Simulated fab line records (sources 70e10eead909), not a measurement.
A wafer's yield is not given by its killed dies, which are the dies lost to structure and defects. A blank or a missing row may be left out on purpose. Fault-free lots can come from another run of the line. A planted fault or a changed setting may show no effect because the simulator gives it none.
fab line records	flow nand-harc
record lots=24	wafers=72	last-day=25
route steps=1159 shown P_CONTACT@218 P_M1@297 P_M2@332
lots that met no fault: taken from a fault-free run of the same line
start-h: the number of hours between the record's first day and the start of the first shown wafer of the lot	wait-h: hours since the lot's step before	" as in the row above	L1.1+2: a single row standing in for several wafers	- no value present, or no start provided	* or withheld: withheld	< > ~ a bound
route shown NAME@n: NAME is a module with steps in the file, n the number in the route of the first one	usual: mean and standard deviation over wafers with no fault	same: alike in all rows	chamber/n: place in a boat	sites: readings site by site	_std_site: standard deviation of those values	_edge_site: inner sites' mean taken away from outer sites' mean	radius-mm: for every site, how far away it sits from the centre of the wafer	mask NAME#n: copy n	behind: the most recent tool/chamber to have shaped the wafer	hold: cause of the lot's hold/its duration in hours/its outcome	device: which transistor (n, p or np) failed to switch	end of line: the tests these same wafers got at the end of their route	a step without rows: its recipe alone	killed: at the first sort, the dies lost to defects and structure; wafer yield is something else	map: the dies of a wafer, with x for killed, . for not killed, _ for no die there
set.NAME: the setting as run; set.NAME@STEP: as run at that earlier step	model.NAME: the simulator's own value behind a step, which no gauge read
the route's steps for a sample of lots (tables are steps, rows are wafers)
services: the hour from which a tool's chamber was out of use, counted from the record's first day as start-h (under 0 if before that day), plus the number of hours and why
## steps
# step NHARC_P_CONTACT_DEP_00
# recipe target-thk-a=5000	temp-c=400	pressure-torr=6.5	rf-w=900	teos-flow-sccm=161.4	flow-sccm=2650	target-thk-nm=500	gas=O2	material=SiO2
# usual heater-power-w=541/92	throttle-valve-pct=15.9/0.54
lot.wafer	tool	chamber	start-h	wait-h	heater-power-w	throttle-valve-pct
L075.3	pecvd-01	0	-	-	472	16.4
L075.6	"	1	"	"	425	15.8
L075.5	"	2	"	"	670	15.5
L074.3	pecvd-01	2	-	-	703	15.4
L074.4	"	0	"	"	506	16.3
L074.6	"	2	"	"	536	15.3
L076.2	pecvd-01	1	-	-	469	15.4
L076.1	"	2	"	"	689	15.7
L076.5	"	0	"	"	593	16.0
L077.2	pecvd-02	2	-	-	471	16.1
L077.3	"	0	"	"	419	15.2
L077.4	"	1	"	"	564	16.2
L079.1	pecvd-01	2	-	-	664	15.5
L079.6	"	0	"	"	567	16.4
L079.5	"	2	"	"	697	15.4
L078.2	pecvd-02	1	-	-	469	16.5
L078.5	"	0	"	"	422	15.5
L078.4	"	1	"	"	498	16.5
L080.1	pecvd-03	2	-	-	492	16.8
L080.3	"	0	"	"	539	16.1
L080.2	"	1	"	"	688	15.5
L081.3	pecvd-01	2	-	-	568	15.4
L081.1	"	0	"	"	487	16.4
L081.6	"	2	"	"	586	15.3
L082.1	pecvd-01	0	-	-	503	16.4
L082.3	"	1	"	"	431	15.8
L082.6	"	2	"	"	590	15.3
L083.2	pecvd-01	2	-	-	692	15.5
L083.6	"	2	"	"	537	15.4
L083.4	"	0	"	"	540	16.4
L084.1	pecvd-03	2	-	-	539	16.9
L084.5	"	2	"	"	542	16.9
L084.4	"	0	"	"	608	16.4
L089.3	pecvd-01	0	-	-	582	16.2
L089.2	"	1	"	"	433	15.4
L089.6	"	1	"	"	443	16.0
L086.3	pecvd-03	2	-	-	461	17.1
L086.1	"	0	"	"	685	16.2
L086.5	"	2	"	"	488	17.0
L085.2	pecvd-02	0	-	-	370	14.7
L085.1	"	1	"	"	471	16.0
L085.4	"	0	"	"	402	15.1
L087.3	pecvd-02	1	-	-	525	15.8
L087.6	"	1	"	"	535	15.7
L087.5	"	0	"	"	442	14.9
L088.1	pecvd-02	2	-	-	455	16.0
L088.3	"	1	"	"	573	15.7
L088.5	"	2	"	"	479	15.9
L090.1	pecvd-01	2	-	-	678	15.5
L090.2	"	0	"	"	480	16.1
L090.6	"	2	"	"	688	15.5
L091.2	pecvd-03	1	-	-	665	15.8
L091.3	"	0	"	"	675	16.4
L091.4	"	1	"	"	668	15.9
L092.6	pecvd-01	2	-	-	686	15.6
L092.5	"	0	"	"	576	16.6
L092.4	"	1	"	"	426	15.9
L094.2	pecvd-01	1	-	-	392	15.7
L094.1	"	2	"	"	692	15.6
L094.3	"	0	"	"	590	16.4
L093.3	pecvd-03	2	-	-	513	17.0
L093.5	"	1	"	"	658	15.7
L093.4	"	0	"	"	676	16.5
L095.2	pecvd-03	1	-	-	658	16.0
L095.4	"	2	"	"	533	16.9
L095.6	"	0	"	"	657	16.6
L096.3	pecvd-01	1	-	-	462	15.6
L096.2	"	0	"	"	545	16.8
L096.4	"	1	"	"	350	15.6
L097.2	pecvd-02	1	-	-	607	15.9
L097.3	"	2	"	"	565	15.9
L097.6	"	1	"	"	446	15.8
# step NHARC_P_CONTACT_ALD_22
# recipe target-thk-a=30	pulse-time-s=1	ald-cycles=150	temp-c=450	material=TiN
# usual heater-power-w=1121/85	precursor-pulse-height-rel=1.002/0.019
lot.wafer	tool	chamber	start-h	wait-h	heater-power-w	precursor-pulse-height-rel
L075.3	ald-metal-01	0	115.51	-	1097	1.019
L075.6	"	3	"	"	1225	1.023
L075.5	"	0	"	"	1065	0.971
L074.4	ald-metal-02	3	116.42	-	1079	0.992
L074.3	"	1	"	"	1088	1.022
L074.6	"	3	"	"	1074	1.051
L076.1	ald-metal-01	3	126.27	-	1202	1.013
L076.2	"	1	"	"	1219	1.025
L076.5	"	0	"	"	1090	1.036
L077.2	ald-metal-02	3	127.26	-	1081	1.000
L077.4	"	0	"	"	1232	0.995
L077.3	"	1	"	"	1100	1.008
L079.1	ald-metal-02	1	136.19	-	1051	1.000
L079.6	"	0	"	"	1173	1.004
L079.5	"	1	"	"	1055	1.043
L078.2	ald-metal-03	2	136.84	-	1114	1.006
L078.4	"	3	"	"	1222	1.016
L078.5	"	1	"	"	1124	1.014
L080.1	ald-metal-02	2	147.61	-	1127	1.024
L080.3	"	3	"	"	1078	1.000
L080.2	"	1	"	"	1090	0.976
L081.3	ald-metal-02	1	161.02	-	1062	0.999
L081.1	"	3	"	"	1095	1.003
L081.6	"	2	"	"	1129	1.031
L082.3	ald-metal-01	0	166.39	-	1040	0.991
L082.1	"	1	"	"	1176	0.989
L082.6	"	3	"	"	1231	1.003
L083.2	ald-metal-02	1	166.96	-	1070	1.020
L083.4	"	2	"	"	1110	0.982
L083.6	"	0	"	"	1170	1.006
L084.4	ald-metal-03	1	171.25	-	1133	0.956
L084.1	"	2	"	"	1060	0.995
L084.5	"	2	"	"	1070	0.984
L089.3	ald-metal-01	1	193.52	-	1200	1.014
L089.2	"	2	"	"	1134	1.017
L089.6	"	2	"	"	1140	1.016
L086.1	ald-metal-01	0	194.90	-	1114	1.035
L086.3	"	1	"	"	1236	1.003
L086.5	"	0	"	"	1080	1.004
L085.2	ald-metal-03	3	195.98	-	1226	0.995
L085.4	"	1	"	"	1129	0.997
L085.1	"	2	"	"	1061	0.998
L087.3	ald-metal-01	3	200.61	-	1227	0.986
L087.6	"	1	"	"	1216	1.018
L087.5	"	2	"	"	1126	0.990
L088.1	ald-metal-03	0	201.04	-	843	1.016
L088.3	"	1	"	"	1159	0.973
L088.5	"	1	"	"	1171	0.979
L090.1	ald-metal-02	3	206.57	-	1090	1.017
L090.2	"	1	"	"	1064	0.992
L090.6	"	3	"	"	1097	1.013
L091.2	ald-metal-02	2	212.57	-	1130	1.014
L091.3	"	0	"	"	1202	1.002
L091.4	"	1	"	"	1088	1.019
L092.4	ald-metal-01	3	222.74	-	1214	1.004
L092.6	"	3	"	"	1233	0.984
L092.5	"	0	"	"	1090	1.001
L094.1	ald-metal-03	0	223.66	-	853	0.982
L094.3	"	1	"	"	1173	0.998
L094.2	"	2	"	"	1091	0.986
L093.4	ald-metal-02	1	224.91	-	1076	0.989
L093.3	"	2	"	"	1160	0.984
L093.5	"	1	"	"	1059	0.967
L095.4	ald-metal-01	2	238.76	-	1127	1.053
L095.2	"	3	"	"	1213	0.994
L095.6	"	0	"	"	1109	0.984
L096.4	ald-metal-02	0	238.89	-	1202	0.968
L096.2	"	1	"	"	1060	0.980
L096.3	"	3	"	"	1095	1.000
L097.2	ald-metal-02	0	253.32	-	1183	1.004
L097.3	"	1	"	"	1097	0.990
L097.6	"	0	"	"	1194	0.996
# step NHARC_P_CONTACT_INSPECT_27
# usual raw-defect-count=299/130
lot.wafer	tool	chamber	start-h	wait-h	raw-defect-count
L075.3	defect-inspect-02	-	120.48	0.1	371
L075.5	"	-	"	"	334
L075.6	"	-	"	"	560
L074.3	defect-inspect-02	-	126.69	0.1	214
L074.4	"	-	"	"	205
L074.6	"	-	"	"	231
L076.1	defect-inspect-01	-	131.94	0.1	219
L076.2	"	-	"	"	213
L076.5	"	-	"	"	236
L077.2	defect-inspect-01	-	132.09	0.1	258
L077.3	"	-	"	"	367
L077.4	"	-	"	"	366
L079.1	defect-inspect-02	-	138.71	0.1	341
L079.5	"	-	"	"	222
L079.6	"	-	"	"	293
L078.2	defect-inspect-01	-	139.44	0.1	189
L078.4	"	-	"	"	186
L078.5	"	-	"	"	164
L080.1	defect-inspect-01	-	152.29	0.1	223
L080.2	"	-	"	"	203
L080.3	"	-	"	"	140
L081.1	defect-inspect-01	-	166.74	0.1	122
L081.3	"	-	"	"	176
L081.6	"	-	"	"	127
L082.1	defect-inspect-01	-	167.67	0.1	192
L082.3	"	-	"	"	287
L082.6	"	-	"	"	271
L083.2	defect-inspect-01	-	168.23	0.1	286
L083.4	"	-	"	"	242
L083.6	"	-	"	"	159
L084.1	defect-inspect-01	-	173.34	0.1	356
L084.4	"	-	"	"	218
L084.5	"	-	"	"	500
L089.2	defect-inspect-02	-	194.79	0.1	305
L089.3	"	-	"	"	429
L089.6	"	-	"	"	277
L086.1	defect-inspect-01	-	196.13	0.1	323
L086.3	"	-	"	"	287
L086.5	"	-	"	"	504
L085.1	defect-inspect-01	-	197.23	0.1	379
L085.2	"	-	"	"	675
L085.4	"	-	"	"	514
L087.3	defect-inspect-01	-	201.85	0.1	269
L087.5	"	-	"	"	552
L087.6	"	-	"	"	362
L088.1	defect-inspect-01	-	202.39	0.1	385
L088.3	"	-	"	"	288
L088.5	"	-	"	"	296
L090.1	defect-inspect-01	-	211.26	0.1	161
L090.2	"	-	"	"	128
L090.6	"	-	"	"	177
L091.2	defect-inspect-01	-	216.18	0.1	188
L091.3	"	-	"	"	219
L091.4	"	-	"	"	174
L092.4	defect-inspect-02	-	225.85	0.1	184
L092.5	"	-	"	"	299
L092.6	"	-	"	"	384
L094.1	defect-inspect-02	-	226.39	0.1	240
L094.2	"	-	"	"	234
L094.3	"	-	"	"	121
L093.3	defect-inspect-02	-	227.68	0.1	453
L093.4	"	-	"	"	330
L093.5	"	-	"	"	633
L095.2	defect-inspect-02	-	239.97	0.1	464
L095.4	"	-	"	"	527
L095.6	"	-	"	"	245
L096.2	defect-inspect-01	-	240.51	0.1	195
L096.3	"	-	"	"	157
L096.4	"	-	"	"	246
L097.2	defect-inspect-02	-	257.46	0.1	325
L097.3	"	-	"	"	171
L097.6	"	-	"	"	227
# step NHARC_P_M1_INSPECT_11
# usual raw-defect-count=4.1/2.4
lot.wafer	tool	chamber	start-h	wait-h	raw-defect-count
L075.3	defect-inspect-01	-	125.61	0.0	2
L075.5	"	-	"	"	7
L075.6	"	-	"	"	4
L074.3	defect-inspect-02	-	131.85	0.0	7
L074.4	"	-	"	"	5
L074.6	"	-	"	"	2
L076.1	defect-inspect-02	-	137.07	0.0	4
L076.2	"	-	"	"	7
L076.5	"	-	"	"	2
L077.2	defect-inspect-02	-	137.47	0.0	5
L077.3	"	-	"	"	6
L077.4	"	-	"	"	4
L079.1	defect-inspect-01	-	143.81	0.0	5
L079.5	"	-	"	"	14
L079.6	"	-	"	"	5
L078.2	defect-inspect-01	-	144.59	0.0	3
L078.4	"	-	"	"	2
L078.5	"	-	"	"	6
L080.1	defect-inspect-01	-	157.22	0.0	1
L080.2	"	-	"	"	2
L080.3	"	-	"	"	3
L081.1	defect-inspect-01	-	172.13	0.0	6
L081.3	"	-	"	"	8
L081.6	"	-	"	"	6
L082.1	defect-inspect-01	-	172.90	0.0	8
L082.3	"	-	"	"	7
L082.6	"	-	"	"	8
L083.2	defect-inspect-02	-	173.52	0.0	3
L083.4	"	-	"	"	5
L083.6	"	-	"	"	3
L084.1	defect-inspect-02	-	178.50	0.0	4
L084.4	"	-	"	"	1
L084.5	"	-	"	"	2
L089.2	defect-inspect-02	-	199.92	0.0	3
L089.3	"	-	"	"	1
L089.6	"	-	"	"	4
L086.1	defect-inspect-01	-	201.09	0.0	4
L086.3	"	-	"	"	3
L086.5	"	-	"	"	0
L085.1	defect-inspect-02	-	202.29	0.0	0
L085.2	"	-	"	"	4
L085.4	"	-	"	"	7
L087.3	defect-inspect-01	-	207.19	0.0	3
L087.5	"	-	"	"	2
L087.6	"	-	"	"	2
L088.1	defect-inspect-02	-	207.52	0.0	1
L088.3	"	-	"	"	2
L088.5	"	-	"	"	3
L090.1	defect-inspect-02	-	216.09	0.0	3
L090.2	"	-	"	"	2
L090.6	"	-	"	"	3
L091.2	defect-inspect-01	-	221.15	0.0	4
L091.3	"	-	"	"	2
L091.4	"	-	"	"	3
L092.4	defect-inspect-02	-	230.86	0.0	3
L092.5	"	-	"	"	4
L092.6	"	-	"	"	2
L094.1	defect-inspect-02	-	231.55	0.0	6
L094.2	"	-	"	"	4
L094.3	"	-	"	"	1
L093.3	defect-inspect-02	-	232.79	0.0	3
L093.4	"	-	"	"	3
L093.5	"	-	"	"	2
L095.2	defect-inspect-02	-	245.09	0.0	3
L095.4	"	-	"	"	5
L095.6	"	-	"	"	8
L096.2	defect-inspect-02	-	245.61	0.0	3
L096.3	"	-	"	"	4
L096.4	"	-	"	"	2
L097.2	defect-inspect-02	-	262.46	0.0	12
L097.3	"	-	"	"	9
L097.6	"	-	"	"	5
# step NHARC_P_M1_DEP_33
# recipe target-thk-a=300	temp-c=370	target-thk-nm=30	pressure-torr=3	flow-sccm=200	rf-w=450	material=SiCN
# usual heater-power-w=568/66
lot.wafer	tool	chamber	start-h	wait-h	heater-power-w
L075.3	pecvd-02	1	128.46	0.1	559
L075.5	"	1	"	"	571
L075.6	"	0	"	"	409
L074.3	pecvd-04	0	134.87	0.1	559
L074.4	"	0	"	"	555
L074.6	"	1	"	"	530
L076.1	pecvd-04	0	139.86	0.1	547
L076.2	"	1	"	"	544
L076.5	"	0	"	"	540
L077.2	pecvd-04	1	140.27	0.1	512
L077.3	"	2	"	"	650
L077.4	"	0	"	"	576
L079.1	pecvd-01	0	146.73	0.1	566
L079.5	"	1	"	"	511
L079.6	"	0	"	"	570
L078.2	pecvd-01	1	147.45	0.1	418
L078.5	"	1	"	"	416
L078.4	"	2	"	"	682
L080.1	pecvd-04	2	160.00	0.1	657
L080.2	"	0	"	"	651
L080.3	"	1	"	"	525
L081.3	pecvd-02	0	174.97	0.1	420
L081.1	"	1	"	"	592
L081.6	"	1	"	"	598
L082.1	pecvd-04	2	175.71	0.1	646
L082.3	"	1	"	"	612
L082.6	"	0	"	"	668
L083.2	pecvd-01	1	176.82	0.1	518
L083.6	"	1	"	"	515
L083.4	"	2	"	"	590
L084.1	pecvd-04	0	181.32	0.1	582
L084.5	"	0	"	"	583
L084.4	"	1	"	"	594
L089.3	pecvd-01	0	202.77	0.1	505
L089.2	"	1	"	"	421
L089.6	"	0	"	"	514
L086.1	pecvd-01	1	204.05	0.1	504
L086.3	"	2	"	"	587
L086.5	"	2	"	"	595
L085.1	pecvd-02	2	205.50	0.1	607
L085.2	"	0	"	"	440
L085.4	"	2	"	"	614
L087.3	pecvd-02	0	210.32	0.1	468
L087.6	"	1	"	"	581
L087.5	"	2	"	"	531
L088.1	pecvd-04	2	210.33	0.1	565
L088.3	"	0	"	"	619
L088.5	"	0	"	"	608
L090.1	pecvd-04	0	219.04	0.1	623
L090.2	"	1	"	"	584
L090.6	"	1	"	"	600
L091.3	pecvd-01	0	224.12	0.1	532
L091.2	"	1	"	"	511
L091.4	"	2	"	"	642
L092.5	pecvd-04	0	233.84	0.2	662
L092.6	"	1	"	"	556
L092.4	"	2	"	"	645
L094.1	pecvd-02	2	234.36	0.1	576
L094.2	"	0	"	"	477
L094.3	"	1	"	"	522
L093.3	pecvd-04	1	235.68	0.1	545
L093.4	"	2	"	"	608
L093.5	"	0	"	"	663
L095.2	pecvd-02	1	248.35	0.1	592
L095.4	"	1	"	"	618
L095.6	"	0	"	"	418
L096.2	pecvd-04	2	248.62	0.1	625
L096.3	"	1	"	"	540
L096.4	"	2	"	"	614
L097.2	pecvd-04	2	265.35	0.1	593
L097.3	"	0	"	"	662
L097.6	"	2	"	"	608
# step NHARC_P_M2_ETCH_35
# recipe target-depth-a=400	overetch-a=120	time-s=43.94	ion-energy-ev=200	n2-flow-sccm=150	h2-flow-sccm=150	ar-flow-sccm=0	rf-w=400	bias-w=150	chemistry=N2/H2
# usual drypump-motor-current-A=5.8/0.32	oes-product-au=1.004/0.014	rf-vpp-V=430/3.2	showerhead-plenum-p-Torr=2.03/0.11	throttle-valve-pct=14.171/0.0093
lot.wafer	tool	chamber	start-h	wait-h	drypump-motor-current-A	oes-product-au	rf-hours-counter-h	rf-vpp-V	showerhead-plenum-p-Torr	throttle-valve-pct
L075.3	rie-diel-10	0	130.09	0.2	6.0	1.016	4	426	1.91	14.168
L075.6	"	0	"	"	6.0	1.010	-	426	1.91	14.167
L075.5	"	1	"	"	6.2	1.013	-	435	2.17	14.187
L074.3	rie-diel-10	0	136.33	0.1	6.0	1.025	4	427	1.91	14.165
L074.4	"	1	"	"	6.2	1.025	4	435	2.17	14.185
L074.6	"	3	"	"	5.6	1.027	-	432	2.14	14.175
L076.1	rie-diel-10	2	141.56	0.1	5.6	1.006	5	430	1.99	14.173
L076.2	"	3	"	"	5.6	1.024	4	433	2.14	14.184
L076.5	"	1	"	"	6.2	1.023	-	435	2.17	14.168
L077.4	rie-diel-13	1	141.80	0.1	5.9	0.999	5	434	2.15	14.186
L077.2	"	3	"	"	4.8	1.008	7	425	1.89	14.177
L077.3	"	0	"	"	6.1	1.009	7	428	1.96	14.168
L079.1	rie-diel-10	1	148.17	0.1	6.2	1.012	5	434	2.17	14.174
L079.5	"	3	"	"	5.6	1.017	-	433	2.14	14.186
L079.6	"	0	"	"	6.0	0.998	-	428	1.91	14.182
L078.2	rie-diel-10	2	148.93	0.1	5.6	0.999	5	428	1.99	14.160
L078.4	"	1	"	"	6.2	1.016	5	434	2.17	14.171
L078.5	"	3	"	"	5.6	1.017	-	435	2.14	14.177
L080.2	rie-diel-10	0	161.55	0.1	6.0	1.012	5	427	1.91	14.178
L080.3	"	1	"	"	6.2	1.029	6	435	2.17	14.177
L080.1	"	2	"	"	5.6	1.009	6	428	1.99	14.176
L081.3	rie-diel-10	3	176.32	0.1	5.5	1.014	6	433	2.14	14.173
L081.1	"	1	"	"	6.2	1.026	6	435	2.17	14.164
L081.6	"	3	"	"	5.6	1.012	-	434	2.14	14.174
L082.1	rie-diel-03	0	177.10	0.1	5.7	1.015	50	433	2.10	14.164
L082.3	"	2	"	"	5.5	1.024	50	432	2.11	14.174
L082.6	"	3	"	"	5.6	1.023	-	431	2.03	14.157
L083.4	rie-diel-13	2	178.32	0.1	5.8	0.986	15	427	1.89	14.177
L083.2	"	0	"	"	6.1	1.028	14	427	1.96	14.158
L083.6	"	2	"	"	5.8	0.994	-	427	1.89	14.158
L084.1	rie-diel-13	1	182.92	0.1	5.9	0.997	13	433	2.15	14.164
L084.4	"	3	"	"	4.8	1.022	16	424	1.89	14.178
L084.5	"	0	"	"	6.1	1.016	-	428	1.96	14.164
L089.2	rie-diel-10	0	204.27	0.1	6.0	0.996	0	428	1.91	14.174
L089.3	"	2	"	"	5.7	0.997	0	430	1.99	14.165
L089.6	"	3	"	"	5.5	0.996	-	434	2.14	14.178
L086.1	rie-diel-10	2	205.53	0.1	5.7	0.983	1	429	1.99	14.188
L086.3	"	3	"	"	5.6	1.002	1	433	2.14	14.162
L086.5	"	2	"	"	5.6	0.990	-	428	1.99	14.176
L085.1	rie-diel-10	2	206.95	0.1	5.7	0.978	1	429	1.99	14.204
L085.2	"	0	"	"	5.9	1.011	1	426	1.91	14.154
L085.4	"	3	"	"	5.6	0.994	-	433	2.14	14.167
L088.1	rie-diel-10	2	211.84	0.1	5.6	0.986	1	430	1.99	14.158
L088.3	"	3	"	"	5.5	1.002	1	436	2.14	14.171
L088.5	"	2	"	"	5.6	0.984	-	429	1.99	14.184
L087.3	rie-diel-13	0	211.86	0.1	6.1	1.032	21	428	1.96	14.160
L087.5	"	3	"	"	4.8	1.006	-	426	1.88	14.163
L087.6	"	0	"	"	6.0	1.028	-	427	1.96	14.161
L090.1	rie-diel-10	2	220.39	0.1	5.7	0.991	2	429	1.99	14.166
L090.2	"	3	"	"	5.6	1.011	2	433	2.14	14.169
L090.6	"	3	"	"	5.5	1.013	-	434	2.14	14.157
L091.4	rie-diel-10	0	225.47	0.1	6.0	1.007	2	428	1.91	14.168
L091.2	"	1	"	"	6.2	0.995	0	434	2.17	14.158
L091.3	"	3	"	"	5.6	1.011	2	434	2.14	14.156
L092.4	rie-diel-10	0	235.25	0.1	6.0	1.018	2	426	1.91	14.175
L092.6	"	1	"	"	6.2	0.983	-	435	2.17	14.176
L092.5	"	2	"	"	5.7	0.984	-	429	1.99	14.177
L094.1	rie-diel-10	1	235.88	0.1	6.2	0.995	1	433	2.17	14.166
L094.3	"	2	"	"	5.7	0.980	2	430	1.99	14.171
L094.2	"	0	"	"	6.0	0.998	2	427	1.91	14.161
L093.3	rie-diel-10	1	236.96	0.1	6.2	0.982	1	434	2.17	14.188
L093.4	"	2	"	"	5.6	0.976	2	429	1.99	14.157
L093.5	"	2	"	"	5.6	0.972	-	429	1.99	14.177
L095.2	rie-diel-10	2	249.86	0.1	5.6	0.991	3	430	1.99	14.176
L095.4	"	3	"	"	5.5	0.994	2	434	2.14	14.160
L095.6	"	2	"	"	5.6	0.982	-	429	1.99	14.165
L096.3	rie-diel-13	1	250.12	0.1	5.9	0.988	25	431	2.14	14.167
L096.4	"	2	"	"	5.8	0.987	29	426	1.89	14.184
L096.2	"	0	"	"	6.1	1.017	26	429	1.95	14.190
L097.2	rie-diel-13	0	266.75	0.1	6.1	1.004	30	429	1.95	14.167
L097.3	"	3	"	"	4.8	1.013	32	427	1.88	14.163
L097.6	"	1	"	"	5.9	0.987	-	432	2.14	14.165
## services
tool	chamber	start-h	hours	kind
pecvd-01	0	94.73	7.2	repair
rie-diel-03	3	95.70	5.2	repair
rie-diel-13	-	99.01	9.0	pm
ald-metal-01	-	102.00	10.0	pm
pecvd-04	2	103.94	8.4	repair
pecvd-03	-	111.35	13.0	pm
rie-diel-03	3	114.22	4.6	repair
rie-diel-13	1	114.66	9.2	repair
ald-metal-01	2	124.67	25.9	repair
pecvd-03	-	128.65	8.3	repair
ald-metal-03	-	144.00	10.0	pm
pecvd-02	-	153.25	13.0	pm
pecvd-02	-	175.74	1.7	repair
rie-diel-10	-	176.52	9.0	pm
ald-metal-02	-	186.00	10.0	pm
rie-diel-13	-	187.65	0.8	repair
pecvd-04	-	195.25	13.0	pm
rie-diel-10	1	197.07	26.2	repair
rie-diel-03	-	215.35	9.0	pm
pecvd-01	-	237.24	13.0	pm
pecvd-01	0	237.24	13.0	vent-cycle
pecvd-01	1	237.24	13.0	vent-cycle
pecvd-01	2	237.24	13.0	vent-cycle
ald-metal-02	0	259.57	2.0	repair
## key
fault none
